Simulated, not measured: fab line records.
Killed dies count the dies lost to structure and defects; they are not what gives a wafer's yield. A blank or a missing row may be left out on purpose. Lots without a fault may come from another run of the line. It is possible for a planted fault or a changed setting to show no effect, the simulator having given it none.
fab line records	flow n5Finfet
[record] lots = 24	wafers = 72	lastDay = 18
route steps=1938 shown BEOL_M11@1538
lots that met no fault: taken from a fault-free run of the same line
startH: hours from the record's first day to the start of the lot's first wafer shown	waitH: hours elapsed since this lot's preceding step	" unchanged from the row above	L1.1+2: a single row standing in for several wafers	- value missing, or start not given	* or withheld: withheld	< > ~ a bound
route shown NAME@n: a module of which the file shows steps, and the number in the route of the first	usual: the fault-free wafers' mean and standard deviation	same: alike in all rows	chamber/n: place in a boat	sites: per-site readings	_std_site: how widely they spread, as a standard deviation	_edge_site: outer sites' mean less inner sites'	radiusMm: for every site, how far away it sits from the centre of the wafer	mask NAME#n: copy n	behind: tool/chamber where the wafer was last shaped	hold: why the lot went on hold/how many hours it stayed there/how the hold came to an end	device: which transistor (n, p or np) failed to switch	end of line: the tests these same wafers got at the end of their route	a step without rows: its recipe alone	killed: at the first sort, the dies lost to defects and structure; wafer yield is something else	map: a wafer's dies, marking killed ones x, the rest . and places with no die _
set.NAME: the setting the step ran with; set.NAME@STEP: the setting that earlier step ran with	model.NAME: the simulator's own value behind a step, which no gauge read
a sample of lots followed through the steps of the route, with each step as a table and each wafer as a row
services: a tool's chamber out of use, with start hour (startH, from the record's first day; less than 0 if before it), hours out, and reason
[[steps]]
[step N5_BEOL_M11_THK_MEAS_01]
[recipe] reads = SiCOH_lowk_of_BEOL_M11_ILD_DEP_00
[usual] M11_ILD_THK = 268/3.5
lot.wafer	tool	chamber	startH	waitH	M11_ILD_THK[nm]
L074.4	filmMetro-02	-	224.80	0.2	272
L074.5	"	-	"	"	273
L074.6	"	-	"	"	270
L075.1	filmMetro-02	-	225.54	0.4	264
L075.3	"	-	"	"	268
L075.6	"	-	"	"	269
L076.3	filmMetro-01	-	228.99	0.3	267
L076.4	"	-	"	"	273
L076.6	"	-	"	"	270
L078.3	filmMetro-02	-	243.64	0.3	261
L078.4	"	-	"	"	267
L078.5	"	-	"	"	270
L077.1	filmMetro-01	-	244.67	0.4	264
L077.2	"	-	"	"	271
L077.6	"	-	"	"	267
L079.1	filmMetro-02	-	244.82	0.4	263
L079.4	"	-	"	"	266
L079.5	"	-	"	"	273
L080.2	filmMetro-01	-	251.29	0.4	265
L080.3	"	-	"	"	263
L080.5	"	-	"	"	265
L081.2	filmMetro-01	-	260.29	0.4	265
L081.3	"	-	"	"	267
L081.6	"	-	"	"	270
L082.1	filmMetro-02	-	267.22	0.4	267
L082.4	"	-	"	"	271
L082.5	"	-	"	"	269
L083.1	filmMetro-02	-	270.54	0.4	267
L083.3	"	-	"	"	263
L083.4	"	-	"	"	269
L084.1	filmMetro-02	-	280.90	0.8	266
L084.3	"	-	"	"	260
L084.6	"	-	"	"	268
L085.1	filmMetro-01	-	285.01	0.4	269
L085.4	"	-	"	"	270
L085.5	"	-	"	"	273
L086.3	filmMetro-01	-	292.63	0.3	262
L086.5	"	-	"	"	267
L086.6	"	-	"	"	264
L088.2	filmMetro-02	-	298.44	0.4	266
L088.3	"	-	"	"	265
L088.4	"	-	"	"	275
L089.2	filmMetro-01	-	302.77	0.4	266
L089.3	"	-	"	"	265
L089.4	"	-	"	"	270
L090.1	filmMetro-02	-	304.57	0.4	270
L090.3	"	-	"	"	262
L090.4	"	-	"	"	267
L087.1	filmMetro-02	-	309.00	0.4	266
L087.3	"	-	"	"	263
L087.5	"	-	"	"	268
L091.3	filmMetro-02	-	311.06	0.3	274
L091.4	"	-	"	"	268
L091.5	"	-	"	"	271
L092.4	filmMetro-01	-	350.22	0.4	270
L092.5	"	-	"	"	271
L092.6	"	-	"	"	271
L093.1	filmMetro-01	-	351.47	0.4	267
L093.4	"	-	"	"	268
L093.5	"	-	"	"	272
L097.2	filmMetro-02	-	351.92	0.4	266
L097.3	"	-	"	"	270
L097.5	"	-	"	"	267
L094.1	filmMetro-01	-	352.62	0.4	273
L094.2	"	-	"	"	271
L094.4	"	-	"	"	278
L095.2	filmMetro-01	-	355.96	0.4	264
L095.3	"	-	"	"	271
L095.6	"	-	"	"	273
L096.3	filmMetro-01	-	379.72	0.5	270
L096.4	"	-	"	"	271
L096.5	"	-	"	"	267
[step N5_BEOL_M11_STRIP_19]
[recipe] chemistry = O2	powerW = 400	tempC = 40	pressureMtorr = 30	rfFrequencyHz = 6e+07	biasPowerW = 0	overashFraction = 0.2	o2FlowSccm = 225
[usual] drypumpMotorCurrentA = 5.6/0.36	oesProductAu = 0.80/0.088	rfVppV = 3.7/0.59	showerheadPlenumPTorr = 2.10/0.047	throttleValvePct = 16.69/0.28
lot.wafer	tool	chamber	startH	waitH	drypumpMotorCurrentA	oesProductAu	rfHoursCounterH	rfVppV	showerheadPlenumPTorr	throttleValvePct
L074.4	rieDiel-02	3	227.29	0.1	5.2	0.81	91	3.7	2.12	16.38
L074.5	"	0	"	"	5.4	0.90	-	3.3	2.14	16.74
L074.6	"	1	"	"	6.1	0.86	-	4.0	2.15	17.05
L075.1	rieDiel-02	0	227.60	0.1	5.5	0.91	25	3.9	2.14	16.75
L075.3	"	1	"	"	6.1	0.87	56	4.7	2.15	17.02
L075.6	"	2	"	"	5.5	0.69	-	3.8	2.07	16.55
L076.3	rieDiel-02	0	231.65	0.1	5.5	0.90	26	3.7	2.14	16.76
L076.4	"	1	"	"	6.1	0.86	57	3.9	2.15	17.05
L076.6	"	2	"	"	5.5	0.70	-	4.0	2.07	16.58
L078.3	rieDiel-06	1	246.95	0.1	5.3	0.76	160	3.0	2.10	16.85
L078.4	"	0	"	"	5.1	0.68	-	3.8	2.14	16.65
L078.5	"	2	"	"	6.0	0.83	-	4.1	2.05	16.73
L079.1	rieDiel-06	3	247.92	0.1	5.5	0.74	198	3.5	2.02	17.10
L079.4	"	1	"	"	5.3	0.76	160	3.6	2.10	16.85
L079.5	"	0	"	"	5.1	0.68	-	3.9	2.14	16.65
L077.1	rieDiel-02	2	247.92	0.1	5.5	0.69	220	3.7	2.07	16.57
L077.2	"	0	"	"	5.5	0.90	31	3.5	2.14	16.75
L077.6	"	3	"	"	5.1	0.79	-	3.6	2.11	16.38
L080.2	rieDiel-02	2	253.53	0.1	5.5	0.69	222	3.2	2.07	16.57
L080.3	"	3	"	"	5.2	0.79	99	3.8	2.11	16.38
L080.5	"	0	"	"	5.5	0.89	-	3.6	2.14	16.77
L081.2	rieDiel-02	0	262.23	0.3	5.4	0.89	36	3.9	2.14	16.78
L081.3	"	3	"	"	5.2	0.80	103	2.9	2.11	16.40
L081.6	"	0	"	"	5.4	0.88	-	4.0	2.14	16.76
L082.1	rieDiel-04	3	269.20	0.1	5.4	0.72	193	3.6	2.15	16.65
L082.4	"	2	"	"	6.1	0.71	186	4.0	2.18	16.60
L082.5	"	0	"	"	6.0	0.70	-	3.3	2.05	16.58
L083.1	rieDiel-02	0	273.77	0.1	5.5	0.87	40	4.1	2.14	16.76
L083.3	"	2	"	"	5.5	0.68	230	3.7	2.06	16.57
L083.4	"	1	"	"	6.1	0.84	72	4.5	2.14	17.09
L084.1	rieDiel-06	0	282.37	0.1	5.1	0.99	3	3.9	2.14	16.18
L084.3	"	2	"	"	6.0	0.80	86	3.3	2.05	16.74
L084.6	"	3	"	"	5.5	0.72	-	4.7	2.01	17.12
L085.1	rieDiel-02	1	286.96	0.1	6.1	0.84	75	3.7	2.14	17.08
L085.4	"	0	"	"	5.5	0.87	44	3.3	2.14	16.80
L085.5	"	0	"	"	5.5	0.87	-	3.6	2.13	16.78
L086.3	rieDiel-04	0	293.94	0.1	6.0	0.68	250	3.2	2.05	16.58
L086.5	"	1	"	"	5.9	0.79	-	4.2	2.03	16.60
L086.6	"	0	"	"	6.0	0.69	-	3.7	2.04	16.58
L088.2	rieDiel-06	0	300.07	0.1	5.0	0.96	9	4.7	2.14	16.20
L088.3	"	1	"	"	5.4	0.75	180	3.3	2.09	16.88
L088.4	"	0	"	"	5.1	0.96	-	3.8	2.14	16.19
L089.2	rieDiel-06	1	303.87	0.1	5.4	0.75	182	3.4	2.09	16.89
L089.3	"	0	"	"	5.1	0.96	10	4.2	2.14	16.20
L089.4	"	2	"	"	6.0	0.81	91	3.8	2.05	16.78
L090.1	rieDiel-06	3	306.77	0.1	5.5	0.72	218	4.0	2.01	17.10
L090.3	"	1	"	"	5.3	0.73	182	3.3	2.09	16.89
L090.4	"	0	"	"	5.1	0.95	11	3.8	2.14	16.20
L087.1	rieDiel-06	1	310.97	0.1	5.3	0.75	184	3.6	2.09	16.90
L087.3	"	2	"	"	6.0	0.81	93	2.9	2.04	16.77
L087.5	"	3	"	"	5.5	0.73	-	2.7	2.01	17.13
L091.3	rieDiel-02	1	312.71	0.1	6.1	0.83	83	2.5	2.14	17.11
L091.4	"	2	"	"	5.5	0.68	239	4.3	2.06	16.60
L091.5	"	0	"	"	5.5	0.87	-	4.6	2.13	16.78
L092.4	rieDiel-04	3	351.43	0.1	5.3	0.71	223	4.5	2.14	16.68
L092.5	"	3	"	"	5.4	0.70	-	4.3	2.14	16.66
L092.6	"	2	"	"	6.1	0.70	-	2.8	2.17	16.63
L093.1	rieDiel-04	3	353.98	0.2	5.4	0.71	223	3.1	2.14	16.69
L093.4	"	1	"	"	5.8	0.78	149	3.7	2.02	16.63
L093.5	"	3	"	"	5.4	0.71	-	4.2	2.14	16.68
L097.2	rieDiel-04	2	354.70	0.2	6.1	0.68	212	3.6	2.17	16.65
L097.3	"	3	"	"	5.4	0.70	224	3.3	2.14	16.67
L097.5	"	2	"	"	6.0	0.69	-	3.0	2.17	16.66
L094.1	rieDiel-06	1	354.94	0.1	5.4	0.73	197	3.1	2.09	16.92
L094.2	"	2	"	"	6.0	0.79	106	4.2	2.04	16.77
L094.4	"	0	"	"	5.1	0.93	25	2.9	2.13	16.22
L095.2	rieDiel-02	1	357.63	0.1	6.1	0.81	95	3.5	2.13	17.12
L095.3	"	3	"	"	5.2	0.77	131	3.3	2.10	16.43
L095.6	"	3	"	"	5.1	0.76	-	3.5	2.10	16.44
L096.3	rieDiel-02	0	381.49	0.1	5.5	0.83	71	4.0	2.13	16.84
L096.4	"	1	"	"	6.1	0.82	102	4.1	2.13	17.11
L096.5	"	1	"	"	6.1	0.82	-	3.6	2.13	17.14
[step N5_BEOL_M11_CD_MEAS_28]
[recipe] targetCdNm = 70	landingEnergyEv = 500	detector = seInlens	polarity = opening
[usual] cdNm = 70.1/0.86
lot.wafer	tool	chamber	startH	waitH	cdNm
L074.4	cdSem-03	0	230.26	-	70.6
L074.5	"	0	"	"	70.5
L074.6	"	0	"	"	69.9
L075.1	cdSem-03	0	230.42	-	70.1
L075.3	"	0	"	"	69.1
L075.6	"	0	"	"	70.3
L076.3	cdSem-02	0	233.06	-	69.6
L076.4	"	0	"	"	71.1
L076.6	"	0	"	"	69.6
L078.3	cdSem-03	0	247.89	-	72.5
L078.4	"	0	"	"	71.4
L078.5	"	0	"	"	72.5
L079.1	cdSem-01	0	248.27	-	68.6
L079.4	"	0	"	"	68.5
L079.5	"	0	"	"	70.4
L077.1	cdSem-02	0	248.44	-	69.6
L077.2	"	0	"	"	70.6
L077.6	"	0	"	"	69.9
L080.2	cdSem-03	0	253.89	-	70.8
L080.3	"	0	"	"	70.5
L080.5	"	0	"	"	70.7
L081.2	cdSem-01	0	263.83	-	71.6
L081.3	"	0	"	"	71.3
L081.6	"	0	"	"	70.5
L082.1	cdSem-02	0	271.65	-	68.5
L082.4	"	0	"	"	69.6
L082.5	"	0	"	"	70.2
L083.1	cdSem-01	0	275.24	-	71.9
L083.3	"	0	"	"	70.3
L083.4	"	0	"	"	70.9
L084.1	cdSem-03	0	282.86	-	69.9
L084.3	"	0	"	"	70.4
L084.6	"	0	"	"	69.8
L085.1	cdSem-01	0	287.91	-	69.6
L085.4	"	0	"	"	70.2
L085.5	"	0	"	"	70.5
L086.3	cdSem-03	0	294.56	-	70.4
L086.5	"	0	"	"	69.9
L086.6	"	0	"	"	70.4
L088.2	cdSem-02	0	300.56	-	69.8
L088.3	"	0	"	"	70.5
L088.4	"	0	"	"	69.0
L089.2	cdSem-02	0	307.19	-	70.7
L089.3	"	0	"	"	69.8
L089.4	"	0	"	"	70.2
L090.1	cdSem-02	0	307.60	-	70.3
L090.3	"	0	"	"	71.5
L090.4	"	0	"	"	70.0
L087.1	cdSem-02	0	311.33	-	69.3
L087.3	"	0	"	"	69.9
L087.5	"	0	"	"	70.1
L091.3	cdSem-02	0	313.21	-	69.7
L091.4	"	0	"	"	69.4
L091.5	"	0	"	"	69.0
L092.4	cdSem-02	0	352.47	-	69.3
L092.5	"	0	"	"	69.5
L092.6	"	0	"	"	69.8
L097.2	cdSem-03	0	355.45	-	69.1
L097.3	"	0	"	"	70.2
L097.5	"	0	"	"	68.6
L093.1	cdSem-03	0	355.61	-	70.7
L093.4	"	0	"	"	70.3
L093.5	"	0	"	"	71.8
L094.1	cdSem-02	0	355.78	-	69.8
L094.2	"	0	"	"	69.5
L094.4	"	0	"	"	70.6
L095.2	cdSem-01	0	358.96	-	71.9
L095.3	"	0	"	"	68.7
L095.6	"	0	"	"	70.5
L096.3	cdSem-03	0	384.30	-	68.9
L096.4	"	0	"	"	69.9
L096.5	"	0	"	"	69.8
[step N5_BEOL_M11_TRENCH_ETCH_37]
[recipe] chemistry = C4F6/O2	targetDepthA = 1488.3	target = SiCOH_lowk	timeS = 48	ionEnergyEv = 250	pressureMtorr = 30	sourceW = 345	biasW = 185	Ar_flow_sccm = 300	C4F6_flow_sccm = 10	O2_flow_sccm = 10
[usual] drypumpMotorCurrentA = 5.7/0.33	oesProductAu = 0.76/0.075	rfVppV = 663/14	showerheadPlenumPTorr = 2.84/0.077	throttleValvePct = 20.84/0.2
lot.wafer	tool	chamber	startH	waitH	drypumpMotorCurrentA	oesProductAu	rfHoursCounterH	rfVppV	showerheadPlenumPTorr	throttleValvePct
L074.4	rieDiel-02	1	-	-	6.1	0.87	56	658	2.89	21.27
L074.5	"	3	"	"	5.2	0.81	-	643	2.86	20.54
L074.6	"	2	"	"	5.6	0.71	-	645	2.80	20.68
L075.1	rieDiel-04	3	-	-	5.4	0.73	182	687	2.93	20.86
L075.3	"	2	"	"	6.1	0.72	175	654	2.94	20.77
L075.6	"	2	"	"	6.1	0.71	-	656	2.94	20.77
L076.3	rieDiel-06	1	-	-	5.3	0.77	155	656	2.83	20.98
L076.4	"	2	"	"	6.0	0.83	68	661	2.77	20.89
L076.6	"	2	"	"	6.0	0.83	-	664	2.77	20.90
L078.3	rieDiel-04	3	-	-	5.4	0.74	186	687	2.93	20.85
L078.4	"	2	"	"	6.1	0.72	179	655	2.94	20.77
L078.5	"	0	"	"	6.0	0.68	-	653	2.81	20.83
L079.1	rieDiel-02	1	-	-	6.1	0.86	62	660	2.89	21.30
L079.4	"	3	"	"	5.2	0.81	97	643	2.86	20.57
L079.5	"	3	"	"	5.2	0.81	-	643	2.86	20.56
L077.1	rieDiel-04	1	-	-	5.8	0.79	111	675	2.74	20.70
L077.2	"	3	"	"	5.4	0.73	186	687	2.93	20.85
L077.6	"	2	"	"	6.1	0.72	-	656	2.94	20.77
L080.2	rieDiel-04	0	-	-	6.0	0.69	235	655	2.81	20.81
L080.3	"	2	"	"	6.1	0.73	181	656	2.94	20.76
L080.5	"	2	"	"	6.1	0.72	-	657	2.94	20.76
L081.2	rieDiel-04	3	-	-	5.4	0.72	191	687	2.93	20.84
L081.3	"	1	"	"	5.8	0.79	116	674	2.74	20.72
L081.6	"	2	"	"	6.1	0.71	-	655	2.94	20.76
L082.1	rieDiel-02	1	-	-	6.1	0.84	71	659	2.88	21.32
L082.4	"	2	"	"	5.5	0.69	229	643	2.79	20.71
L082.5	"	2	"	"	5.5	0.69	-	642	2.79	20.70
L083.1	rieDiel-06	3	-	-	5.5	0.72	209	654	2.71	21.25
L083.3	"	2	"	"	6.0	0.81	84	663	2.76	20.92
L083.4	"	1	"	"	5.3	0.75	172	655	2.82	21.00
L084.1	rieDiel-04	0	-	-	5.9	0.68	246	654	2.80	20.83
L084.3	"	2	"	"	6.1	0.70	191	656	2.93	20.77
L084.6	"	2	"	"	6.1	0.71	-	656	2.93	20.78
L085.1	rieDiel-04	0	-	-	6.0	0.68	248	654	2.80	20.84
L085.4	"	1	"	"	5.8	0.78	-	674	2.74	20.71
L085.5	"	0	"	"	6.0	0.68	-	653	2.80	20.85
L086.3	rieDiel-04	3	-	-	5.4	0.72	201	688	2.92	20.87
L086.5	"	1	"	"	5.8	0.78	-	674	2.74	20.72
L086.6	"	0	"	"	5.9	0.68	-	654	2.80	20.82
L088.2	rieDiel-02	3	-	-	5.2	0.79	115	643	2.85	20.57
L088.3	"	1	"	"	6.1	0.83	80	659	2.88	21.31
L088.4	"	0	"	"	5.5	0.87	49	663	2.89	21.08
L089.2	rieDiel-04	1	-	-	5.8	0.77	133	674	2.73	20.73
L089.3	"	2	"	"	6.1	0.70	196	655	2.93	20.78
L089.4	"	3	"	"	5.4	0.72	-	688	2.92	20.88
L090.1	rieDiel-04	3	-	-	5.4	0.72	208	687	2.92	20.89
L090.3	"	1	"	"	5.9	0.78	134	675	2.73	20.72
L090.4	"	1	"	"	5.9	0.77	-	674	2.73	20.72
L087.1	rieDiel-02	3	-	-	5.2	0.79	119	643	2.85	20.58
L087.3	"	1	"	"	6.1	0.83	83	659	2.88	21.33
L087.5	"	1	"	"	6.1	0.83	-	659	2.88	21.33
L091.3	rieDiel-04	2	-	-	6.0	0.71	198	655	2.93	20.77
L091.4	"	1	"	"	5.8	0.77	-	676	2.73	20.72
L091.5	"	2	"	"	6.1	0.71	-	655	2.93	20.79
L092.4	rieDiel-04	0	-	-	5.9	0.98	5	653	2.80	20.52
L092.5	"	1	"	"	5.8	0.75	-	674	2.73	20.76
L092.6	"	2	"	"	6.1	0.68	-	654	2.93	20.81
L097.2	rieDiel-04	2	-	-	6.1	0.69	213	655	2.93	20.81
L097.3	"	1	"	"	5.8	0.76	150	673	2.73	20.75
L097.5	"	0	"	"	5.9	0.97	-	652	2.80	20.54
L093.1	rieDiel-06	3	-	-	5.5	0.71	232	655	2.70	21.29
L093.4	"	0	"	"	5.1	0.91	25	666	2.92	20.63
L093.5	"	0	"	"	5.1	0.93	-	667	2.92	20.63
L094.1	rieDiel-04	1	-	-	5.8	0.75	150	674	2.73	20.74
L094.2	"	0	"	"	5.9	0.97	7	654	2.80	20.53
L094.4	"	2	"	"	6.1	0.68	213	655	2.93	20.81
L095.2	rieDiel-02	0	-	-	5.4	0.85	64	663	2.88	21.11
L095.3	"	3	"	"	5.2	0.77	131	642	2.84	20.60
L095.6	"	3	"	"	5.2	0.77	-	643	2.84	20.60
L096.3	rieDiel-04	3	-	-	5.4	0.69	230	687	2.91	20.93
L096.4	"	2	"	"	6.1	0.68	219	655	2.92	20.83
L096.5	"	2	"	"	6.1	0.69	-	655	2.92	20.83
[step N5_BEOL_M11_ETCH_41]
[recipe] chemistry = CH3F/O2	target = SiCN	targetDepthA = 426	taperDeg = 2	timeS = 86	ionEnergyEv = 120	maskMaterial = TiN	pressureMtorr = 30	sourceW = 395	biasW = 75	Ar_flow_sccm = 150	CH3F_flow_sccm = 30	O2_flow_sccm = 20
[usual] drypumpMotorCurrentA = 5.7/0.33	oesProductAu = 0.76/0.075	rfVppV = 297.4/1.5	showerheadPlenumPTorr = 2.00/0.057	throttleValvePct = 16.26/0.18
lot.wafer	tool	chamber	startH	waitH	drypumpMotorCurrentA	oesProductAu	rfHoursCounterH	rfVppV	showerheadPlenumPTorr	throttleValvePct
L074.4	rieDiel-02	1	-	-	6.1	0.87	56	296.9	2.04	16.62
L074.5	"	3	"	"	5.2	0.81	-	297.8	2.01	15.98
L074.6	"	2	"	"	5.5	0.70	-	296.8	1.97	16.20
L075.1	rieDiel-04	3	-	-	5.4	0.73	182	299.7	2.06	16.28
L075.3	"	2	"	"	6.1	0.71	175	299.9	2.07	16.19
L075.6	"	2	"	"	6.0	0.71	-	298.8	2.07	16.19
L076.3	rieDiel-06	1	-	-	5.3	0.76	155	296.6	1.99	16.42
L076.4	"	2	"	"	6.0	0.83	68	296.3	1.94	16.26
L076.6	"	2	"	"	5.9	0.83	-	295.9	1.94	16.29
L078.3	rieDiel-04	3	-	-	5.3	0.74	186	300.1	2.06	16.30
L078.4	"	2	"	"	6.1	0.72	179	298.1	2.07	16.19
L078.5	"	0	"	"	6.0	0.69	-	296.0	1.97	16.28
L079.1	rieDiel-02	1	-	-	6.1	0.86	62	298.5	2.03	16.62
L079.4	"	3	"	"	5.2	0.79	97	298.2	2.01	15.99
L079.5	"	3	"	"	5.2	0.80	-	297.7	2.01	16.00
L077.1	rieDiel-04	1	-	-	5.8	0.79	111	296.4	1.92	16.09
L077.2	"	3	"	"	5.3	0.72	186	300.3	2.06	16.31
L077.6	"	2	"	"	6.1	0.72	-	298.4	2.07	16.20
L080.2	rieDiel-04	0	-	-	5.9	0.69	235	297.0	1.97	16.30
L080.3	"	2	"	"	6.1	0.72	181	299.1	2.07	16.19
L080.5	"	2	"	"	6.1	0.72	-	298.0	2.07	16.21
L081.2	rieDiel-04	3	-	-	5.3	0.72	191	299.6	2.06	16.31
L081.3	"	1	"	"	5.9	0.79	116	294.8	1.92	16.09
L081.6	"	2	"	"	6.1	0.71	-	298.9	2.07	16.21
L082.1	rieDiel-02	1	-	-	6.1	0.84	71	298.0	2.03	16.64
L082.4	"	2	"	"	5.5	0.69	229	297.3	1.96	16.21
L082.5	"	2	"	"	5.5	0.69	-	296.8	1.96	16.20
L083.1	rieDiel-06	3	-	-	5.5	0.72	209	294.7	1.90	16.64
L083.3	"	2	"	"	6.0	0.80	84	296.9	1.94	16.30
L083.4	"	1	"	"	5.3	0.75	172	297.1	1.98	16.45
L084.1	rieDiel-04	0	-	-	5.9	0.68	246	296.8	1.97	16.32
L084.3	"	2	"	"	6.1	0.71	191	299.8	2.07	16.23
L084.6	"	2	"	"	6.1	0.71	-	298.7	2.07	16.23
L085.1	rieDiel-04	0	-	-	5.9	0.68	248	296.4	1.97	16.30
L085.4	"	1	"	"	5.8	0.79	-	294.6	1.92	16.13
L085.5	"	0	"	"	5.9	0.68	-	297.1	1.97	16.30
L086.3	rieDiel-04	3	-	-	5.4	0.72	201	298.5	2.06	16.33
L086.5	"	1	"	"	5.8	0.78	-	296.0	1.92	16.13
L086.6	"	0	"	"	6.0	0.68	-	296.1	1.96	16.32
L088.2	rieDiel-02	3	-	-	5.1	0.79	115	295.8	2.00	16.03
L088.3	"	1	"	"	6.1	0.83	80	297.4	2.03	16.66
L088.4	"	0	"	"	5.4	0.87	49	298.9	2.03	16.42
L089.2	rieDiel-04	1	-	-	5.9	0.77	133	296.3	1.92	16.15
L089.3	"	2	"	"	6.1	0.70	196	298.1	2.07	16.23
L089.4	"	3	"	"	5.4	0.72	-	298.7	2.05	16.35
L090.1	rieDiel-04	3	-	-	5.4	0.72	208	298.1	2.05	16.33
L090.3	"	1	"	"	5.8	0.76	134	295.9	1.92	16.14
L090.4	"	1	"	"	5.9	0.77	-	295.2	1.92	16.13
L087.1	rieDiel-02	3	-	-	5.1	0.78	119	299.1	2.00	16.04
L087.3	"	1	"	"	6.2	0.84	83	297.3	2.03	16.68
L087.5	"	1	"	"	6.1	0.83	-	298.4	2.03	16.66
L091.3	rieDiel-04	2	-	-	6.1	0.69	199	299.2	2.07	16.21
L091.4	"	1	"	"	5.8	0.77	-	295.3	1.92	16.13
L091.5	"	2	"	"	6.1	0.70	-	298.0	2.06	16.23
L092.4	rieDiel-04	0	-	-	5.9	0.98	5	296.7	1.96	15.88
L092.5	"	1	"	"	5.8	0.75	-	294.9	1.91	16.17
L092.6	"	2	"	"	6.1	0.69	-	298.1	2.06	16.27
L097.2	rieDiel-04	2	-	-	6.1	0.69	213	298.8	2.06	16.26
L097.3	"	1	"	"	5.8	0.75	150	296.1	1.91	16.15
L097.5	"	0	"	"	5.9	0.97	-	297.2	1.96	15.87
L093.1	rieDiel-06	3	-	-	5.5	0.70	232	292.8	1.89	16.69
L093.4	"	0	"	"	5.0	0.92	25	297.5	2.05	15.97
L093.5	"	0	"	"	5.1	0.92	-	298.9	2.05	15.98
L094.1	rieDiel-04	1	-	-	5.8	0.75	150	294.8	1.91	16.16
L094.2	"	0	"	"	5.9	0.97	7	295.9	1.96	15.89
L094.4	"	2	"	"	6.0	0.69	213	297.6	2.06	16.26
L095.2	rieDiel-02	0	-	-	5.5	0.83	64	299.9	2.03	16.43
L095.3	"	3	"	"	5.2	0.76	131	299.5	2.00	16.06
L095.6	"	3	"	"	5.2	0.76	-	299.0	2.00	16.05
L096.3	rieDiel-04	3	-	-	5.4	0.70	230	298.5	2.05	16.38
L096.4	"	2	"	"	6.1	0.69	219	298.0	2.06	16.27
L096.5	"	2	"	"	6.1	0.68	-	299.3	2.06	16.27
[step N5_BEOL_M11_DEGAS_44]
[recipe] ambient = vacuum	tempC = 250	timeS = 60
[usual] heaterPowerW = 346/27
lot.wafer	tool	chamber	startH	waitH	heaterPowerW
L074.4	pvdSputter-01	-	231.52	0.3	369
L074.5	"	-	"	"	333
L074.6	"	-	"	"	366
L075.1	pvdSputter-01	-	233.70	2.2	350
L075.3	"	-	"	"	369
L075.6	"	-	"	"	338
L076.3	pvdSputter-02	-	236.59	1.9	304
L076.4	"	-	"	"	367
L076.6	"	-	"	"	325
L078.3	pvdSputter-01	-	249.16	0.3	336
L078.4	"	-	"	"	389
L078.5	"	-	"	"	387
L079.1	pvdSputter-01	-	249.42	0.3	348
L079.4	"	-	"	"	378
L079.5	"	-	"	"	349
L077.1	pvdSputter-01	-	250.08	0.7	370
L077.2	"	-	"	"	390
L077.6	"	-	"	"	352
L080.2	pvdSputter-01	-	255.37	0.5	358
L080.3	"	-	"	"	332
L080.5	"	-	"	"	327
L081.2	pvdSputter-03	-	265.03	0.3	333
L081.3	"	-	"	"	293
L081.6	"	-	"	"	354
L082.1	pvdSputter-03	-	273.03	0.4	375
L082.4	"	-	"	"	335
L082.5	"	-	"	"	318
L083.1	pvdSputter-02	-	276.34	0.3	345
L083.3	"	-	"	"	316
L083.4	"	-	"	"	308
L084.1	pvdSputter-03	-	285.58	1.7	357
L084.3	"	-	"	"	380
L084.6	"	-	"	"	290
L085.1	pvdSputter-01	-	289.20	0.4	332
L085.4	"	-	"	"	395
L085.5	"	-	"	"	327
L086.3	pvdSputter-03	-	296.03	0.5	339
L086.5	"	-	"	"	322
L086.6	"	-	"	"	376
L088.2	pvdSputter-02	-	302.37	0.6	372
L088.3	"	-	"	"	350
L088.4	"	-	"	"	314
L089.2	pvdSputter-03	-	308.56	0.5	353
L089.3	"	-	"	"	374
L089.4	"	-	"	"	283
L090.1	pvdSputter-03	-	309.84	0.7	293
L090.3	"	-	"	"	324
L090.4	"	-	"	"	380
L087.1	pvdSputter-02	-	312.45	0.3	312
L087.3	"	-	"	"	342
L087.5	"	-	"	"	336
L091.3	pvdSputter-02	-	314.79	0.6	319
L091.4	"	-	"	"	364
L091.5	"	-	"	"	366
L092.4	pvdSputter-03	-	353.56	0.1	329
L092.5	"	-	"	"	370
L092.6	"	-	"	"	351
L093.1	pvdSputter-01	-	356.77	0.3	374
L093.4	"	-	"	"	389
L093.5	"	-	"	"	387
L097.2	pvdSputter-02	-	356.84	0.4	342
L097.3	"	-	"	"	314
L097.5	"	-	"	"	357
L094.1	pvdSputter-02	-	357.47	0.6	355
L094.2	"	-	"	"	342
L094.4	"	-	"	"	318
L095.2	pvdSputter-01	-	360.29	0.5	360
L095.3	"	-	"	"	400
L095.6	"	-	"	"	333
L096.3	pvdSputter-03	-	385.57	0.2	287
L096.4	"	-	"	"	351
L096.5	"	-	"	"	384
[[services]]
tool	chamber	startH	hours	kind
rieDiel-04	2	210.52	4.3	repair
rieDiel-04	0	233.13	1.3	repair
rieDiel-06	3	237.11	10.1	repair
rieDiel-06	0	256.68	-	clean
rieDiel-06	0	256.68	-	consumableReplace:focusRing
rieDiel-02	2	262.89	2.0	repair
rieDiel-02	-	275.04	4.0	pm
rieDiel-02	2	291.71	6.1	repair
rieDiel-06	2	293.86	4.5	repair
rieDiel-06	3	298.24	2.1	repair
rieDiel-04	0	299.28	-	clean
rieDiel-04	0	299.28	-	consumableReplace:focusRing
rieDiel-02	-	352.24	2.8	pm
rieDiel-02	2	356.20	-	clean
rieDiel-02	2	356.20	-	consumableReplace:esc
rieDiel-02	2	356.20	-	consumableReplace:focusRing
rieDiel-02	2	356.20	18.2	scheduledDown
rieDiel-02	2	356.20	18.2	ventCycle
rieDiel-06	-	383.85	14.6	pm
[[key]]
fault none
